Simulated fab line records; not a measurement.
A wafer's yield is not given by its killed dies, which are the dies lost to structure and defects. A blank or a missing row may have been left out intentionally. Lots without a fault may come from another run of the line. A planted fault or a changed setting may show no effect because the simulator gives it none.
What tool caused it?	flow n5-finfet	24 lots with 72 wafers sampled at 6 steps, on a route of 1938 steps

== WHAT THE GAUGES READ, wafer by wafer ==
N5_BEOL_M6_THK_MEAS_01.
lot	measured	on	M6_ILD_THK (nm)
L074	day 9 03:12	film-metro-02	151.5 155.4 152.6
L075	day 9 05:53	film-metro-02	153.8 154.8 155.5
L078	day 9 22:19	film-metro-01	151.4 154.0 155.1
L076	day 10 01:01	film-metro-01	152.7 152.8 153.6
L079	day 10 05:58	film-metro-02	150.2 154.6 156.4
L077	day 10 08:08	film-metro-02	153.4 154.8 156.3
L080	day 10 11:11	film-metro-02	157.3 154.6 157.0
L081	day 10 11:35	film-metro-02	158.7 161.0 159.7
L083	day 11 04:26	film-metro-01	154.3 155.3 156.5
L082	day 11 05:05	film-metro-01	153.0 153.1 154.2
L085	day 11 10:47	film-metro-02	155.1 156.8 153.7
L084	day 11 12:52	film-metro-02	152.9 153.5 154.6
L087	day 12 05:44	film-metro-02	153.4 155.0 155.5
L086	day 12 07:45	film-metro-01	158.3 160.0 157.5
L088	day 12 15:10	film-metro-01	157.1 157.1 159.3
L090	day 13 01:11	film-metro-02	153.3 153.9 155.9
L089	day 13 06:41	film-metro-01	158.5 157.8 156.2
L092	day 13 06:45	film-metro-02	152.5 157.5 153.7
L093	day 13 10:34	film-metro-02	158.5 155.8 159.7
L091	day 13 10:19	film-metro-02	157.2 159.6 161.6
L094	day 13 13:43	film-metro-01	156.3 158.0 159.3
L095	day 14 09:07	film-metro-02	153.6 153.5 154.0
L096	day 14 09:56	film-metro-02	154.4 152.9 155.3
L097	day 14 14:48	film-metro-02	153.6 154.2 156.7

N5_BEOL_M6_CD_MEAS_28: the cd target is 40 nm.
lot	measured	on	cd-nm (nm)
L074	day 9 07:13	cd-sem-01	39.70 40.04 39.74
L075	day 9 11:38	cd-sem-03	39.89 40.32 39.98
L078	day 10 02:22	cd-sem-01	40.18 39.92 40.32
L076	day 10 04:38	cd-sem-01	40.00 39.95 40.30
L079	day 10 12:35	cd-sem-03	39.87 39.75 39.56
L077	day 10 12:41	cd-sem-03	39.90 39.80 39.76
L080	day 10 14:44	cd-sem-02	39.95 40.16 40.39
L081	day 10 16:27	cd-sem-03	40.56 40.26 40.06
L083	day 11 08:16	cd-sem-01	40.33 39.81 39.92
L082	day 11 11:21	cd-sem-02	40.11 40.29 40.04
L085	day 11 14:35	cd-sem-02	39.68 39.66 40.11
L084	day 11 14:47	cd-sem-01	39.53 39.73 40.46
L087	day 12 08:06	cd-sem-02	39.90 39.92 39.86
L086	day 12 11:36	cd-sem-02	39.84 39.74 40.27
L088	day 12 17:44	cd-sem-03	39.96 39.95 39.99
L090	day 13 04:16	cd-sem-03	39.84 39.87 39.90
L089	day 13 10:12	cd-sem-02	40.14 39.97 39.93
L092	day 13 11:34	cd-sem-02	39.73 39.64 39.69
L093	day 13 13:48	cd-sem-03	39.86 40.06 39.75
L091	day 13 11:57	cd-sem-02	40.05 40.42 40.32
L094	day 13 16:29	cd-sem-03	40.09 39.97 39.70
L095	day 14 13:55	cd-sem-02	40.30 39.79 39.72
L096	day 14 13:43	cd-sem-03	40.03 40.36 40.28
L097	day 14 18:06	cd-sem-02	39.59 39.78 40.04

N5_BEOL_M6_OVL_MEAS_29.
lot	measured	on	V5_OVL (nm)
L074	day 9 07:14	overlay-02	-1.2 0.6 -1.1
L075	day 9 11:40	overlay-01	-0.8 -0.5 -0.7
L078	day 10 02:24	overlay-02	-0.2 -1.2 -1.7
L076	day 10 04:41	overlay-01	-0.6 -2.0 -1.3
L079	day 10 12:37	overlay-01	0.0 -0.6 -0.2
L077	day 10 12:43	overlay-01	0.1 -1.1 -1.9
L080	day 10 14:46	overlay-02	0.0 -1.0 -0.8
L081	day 10 16:29	overlay-01	-1.9 -0.6 -0.6
L083	day 11 08:19	overlay-01	-1.5 -0.7 -0.6
L082	day 11 11:23	overlay-02	-2.0 -1.0 -1.6
L085	day 11 14:37	overlay-02	-0.4 -0.5 0.0
L084	day 11 14:50	overlay-02	0.8 -0.9 -0.3
L087	day 12 08:08	overlay-02	-1.6 -0.2 -1.0
L086	day 12 11:38	overlay-02	-1.8 -1.5 0.3
L088	day 12 17:46	overlay-02	-0.9 -0.5 -1.2
L090	day 13 04:18	overlay-01	-0.2 -0.7 -1.4
L089	day 13 10:14	overlay-02	-0.8 -0.5 -0.4
L092	day 13 11:35	overlay-01	-1.1 -0.1 -1.4
L093	day 13 13:50	overlay-01	-0.4 0.0 -0.5
L091	day 13 11:59	overlay-02	-0.3 -0.8 -1.5
L094	day 13 16:32	overlay-02	-1.4 -1.7 -0.1
L095	day 14 13:57	overlay-01	-1.5 -0.8 -0.4
L096	day 14 13:45	overlay-01	-1.1 -0.6 -1.8
L097	day 14 18:08	overlay-01	0.5 -1.1 -1.4

== WHICH TOOL RAN EACH LOT (tool, then ch and the chambers of the sampled wafers, then the start) ==
lot	N5_BEOL_M5_SPUTTER_48	N5_BEOL_M5_ANNEAL_84	N5_BEOL_M6_CURE_74
L074	pvd-sputter-01, day 8 19:49	pvd-sputter-01, day 8 22:04	uv-cure-02 ch 0, day 9 02:41
L075	pvd-sputter-02, day 8 23:34	pvd-sputter-02, day 9 01:49	uv-cure-02 ch 0, day 9 05:32
L078	pvd-sputter-02, day 9 15:29	pvd-sputter-02, day 9 17:44	uv-cure-03 ch 2, day 9 21:19
L076	pvd-sputter-01, day 9 18:05	pvd-sputter-01, day 9 20:20	uv-cure-01 ch 0, day 10 00:35
L079	pvd-sputter-01, day 9 22:32	pvd-sputter-01, day 10 00:48	uv-cure-03 ch 0, day 10 04:59
L077	pvd-sputter-02, day 10 00:38	pvd-sputter-02, day 10 02:54	uv-cure-03 ch 2, day 10 07:19
L080	pvd-sputter-01, day 10 05:08	pvd-sputter-01, day 10 07:23	uv-cure-02 ch 2, day 10 10:44
L081	pvd-sputter-03, day 10 05:12	pvd-sputter-03, day 10 07:27	uv-cure-01 ch 1, day 10 11:09
L083	pvd-sputter-03, day 10 22:22	pvd-sputter-03, day 11 00:37	uv-cure-01 ch 1, day 11 04:10
L082	pvd-sputter-02, day 10 23:01	pvd-sputter-02, day 11 01:16	uv-cure-02 ch 1, day 11 04:34
L085	pvd-sputter-01, day 11 04:38	pvd-sputter-01, day 11 06:53	uv-cure-01 ch 2, day 11 10:31
L084	pvd-sputter-03, day 11 06:50	pvd-sputter-03, day 11 09:05	uv-cure-02 ch 2, day 11 12:26
L087	pvd-sputter-02, day 11 23:13	pvd-sputter-02, day 12 01:28	uv-cure-03 ch 2, day 12 04:54
L086	pvd-sputter-01, day 12 01:06	pvd-sputter-01, day 12 03:21	uv-cure-02 ch 0, day 12 06:55
L088	pvd-sputter-03, day 12 08:38	pvd-sputter-03, day 12 10:53	uv-cure-03 ch 2, day 12 14:10
L090	pvd-sputter-03, day 12 17:41	pvd-sputter-03, day 12 19:56	uv-cure-03 ch 0, day 12 23:52
L089	pvd-sputter-02, day 12 23:37	pvd-sputter-02, day 13 01:52	uv-cure-03 ch 0, day 13 06:00
L092	pvd-sputter-01, day 13 00:41	pvd-sputter-01, day 13 02:56	uv-cure-02 ch 0, day 13 06:14
L093	pvd-sputter-02, day 13 04:02	pvd-sputter-02, day 13 06:17	uv-cure-03 ch 1, day 13 09:34
L091	pvd-sputter-03, day 13 04:16	pvd-sputter-03, day 13 06:31	uv-cure-02 ch 1, day 13 09:53
L094	pvd-sputter-01, day 13 07:40	pvd-sputter-01, day 13 09:56	uv-cure-02 ch 1, day 13 13:17
L095	pvd-sputter-01, day 14 02:54	pvd-sputter-01, day 14 05:09	uv-cure-02 ch 0, day 14 08:36
L096	pvd-sputter-03, day 14 03:08	pvd-sputter-03, day 14 05:23	uv-cure-03 ch 2, day 14 08:56
L097	pvd-sputter-03, day 14 08:17	pvd-sputter-03, day 14 10:32	uv-cure-03 ch 1, day 14 13:49
- N5_BEOL_M5_SPUTTER_48: material Cu, target thk 15 nm, time 27.62 s.
- N5_BEOL_M5_ANNEAL_84: time 1800 s.
- N5_BEOL_M6_CURE_74: cures SiCOH lowk, time 240 s.

== WHAT THE TOOLS THEMSELVES READ (means of the sampled wafers that have a number; where no wafer has one, the mark that the record gives instead) ==
N5_BEOL_M5_SPUTTER_48.
lot	tool	susceptor-temp-C (C)	throttle-valve-pct (%)
L074	pvd-sputter-01	-20.05	31.0
L075	pvd-sputter-02	-20.02	30.8
L078	pvd-sputter-02	-19.93	29.0
L076	pvd-sputter-01	-20.03	29.7
L079	pvd-sputter-01	-20.03	30.3
L077	pvd-sputter-02	-19.96	29.1
L080	pvd-sputter-01	-20.18	29.5
L081	pvd-sputter-03	-19.93	29.7
L083	pvd-sputter-03	-19.99	30.2
L082	pvd-sputter-02	-19.96	29.5
L085	pvd-sputter-01	-20.03	30.1
L084	pvd-sputter-03	-20.14	30.1
L087	pvd-sputter-02	-20.06	29.4
L086	pvd-sputter-01	-20.17	30.9
L088	pvd-sputter-03	-20.14	30.1
L090	pvd-sputter-03	-19.99	30.1
L089	pvd-sputter-02	-20.03	29.7
L092	pvd-sputter-01	-20.00	30.3
L093	pvd-sputter-02	-19.99	29.1
L091	pvd-sputter-03	-20.06	30.1
L094	pvd-sputter-01	-19.94	30.0
L095	pvd-sputter-01	-20.09	29.7
L096	pvd-sputter-03	-19.98	30.2
L097	pvd-sputter-03	-19.98	30.1

N5_BEOL_M5_ANNEAL_84.
lot	tool	heater-power-w (W)	susceptor-temp-C (C)
L074	pvd-sputter-01	762	399.79
L075	pvd-sputter-02	818	399.73
L078	pvd-sputter-02	811	400.15
L076	pvd-sputter-01	870	400.13
L079	pvd-sputter-01	763	399.70
L077	pvd-sputter-02	808	400.26
L080	pvd-sputter-01	875	399.90
L081	pvd-sputter-03	841	400.12
L083	pvd-sputter-03	847	399.82
L082	pvd-sputter-02	764	399.93
L085	pvd-sputter-01	846	399.80
L084	pvd-sputter-03	819	399.85
L087	pvd-sputter-02	848	399.87
L086	pvd-sputter-01	764	399.92
L088	pvd-sputter-03	850	399.94
L090	pvd-sputter-03	819	399.92
L089	pvd-sputter-02	762	399.98
L092	pvd-sputter-01	846	399.93
L093	pvd-sputter-02	808	400.09
L091	pvd-sputter-03	779	399.82
L094	pvd-sputter-01	861	399.94
L095	pvd-sputter-01	853	400.11
L096	pvd-sputter-03	859	400.23
L097	pvd-sputter-03	826	399.99

N5_BEOL_M6_CURE_74.
lot	tool	lamp-power-pct (%)	wafer_temp_C_max
L074	uv-cure-02	52.30	386.1
L075	uv-cure-02	52.27	386.5
L078	uv-cure-03	52.35	387.8
L076	uv-cure-01	52.32	386.1
L079	uv-cure-03	52.27	385.7
L077	uv-cure-03	52.24	387.1
L080	uv-cure-02	52.27	387.2
L081	uv-cure-01	52.37	387.6
L083	uv-cure-01	52.32	387.6
L082	uv-cure-02	52.33	387.0
L085	uv-cure-01	52.33	386.9
L084	uv-cure-02	52.33	386.9
L087	uv-cure-03	52.36	387.6
L086	uv-cure-02	52.30	386.3
L088	uv-cure-03	52.38	387.4
L090	uv-cure-03	52.37	386.1
L089	uv-cure-03	52.35	386.4
L092	uv-cure-02	52.28	386.2
L093	uv-cure-03	52.32	387.2
L091	uv-cure-02	52.33	387.4
L094	uv-cure-02	52.29	387.7
L095	uv-cure-02	52.27	386.4
L096	uv-cure-03	52.28	387.8
L097	uv-cure-03	52.33	386.8

== THE ANSWER, worked out from the rows above alone ==
Rule: the usual values come from the lots themselves. Put in order of their means at a reading, lots are off if they are a third of the lots or fewer, leave a main group of 4 or more, and stand apart from it by a gap of 3 or more times the standard deviation of the main group's means; of several such gaps the widest counts. If all means in a main group match to the digits the tables above print for the reading, that group is not used. Also off: a lot with no number at a reading for which 4 or more lots have one. The other lots that the step has rows for count as sound. After the gauges, taken in route order, come the tools' own readings; for these a lot's mean is taken, as printed above. The first step at which some lot is off is used, and at that step the reading that is off furthest; a lot without a number counts as furthest.
Nothing can be told from this: no lot is off at any reading shown.

== WHAT THE SIMULATOR PUT IN ==
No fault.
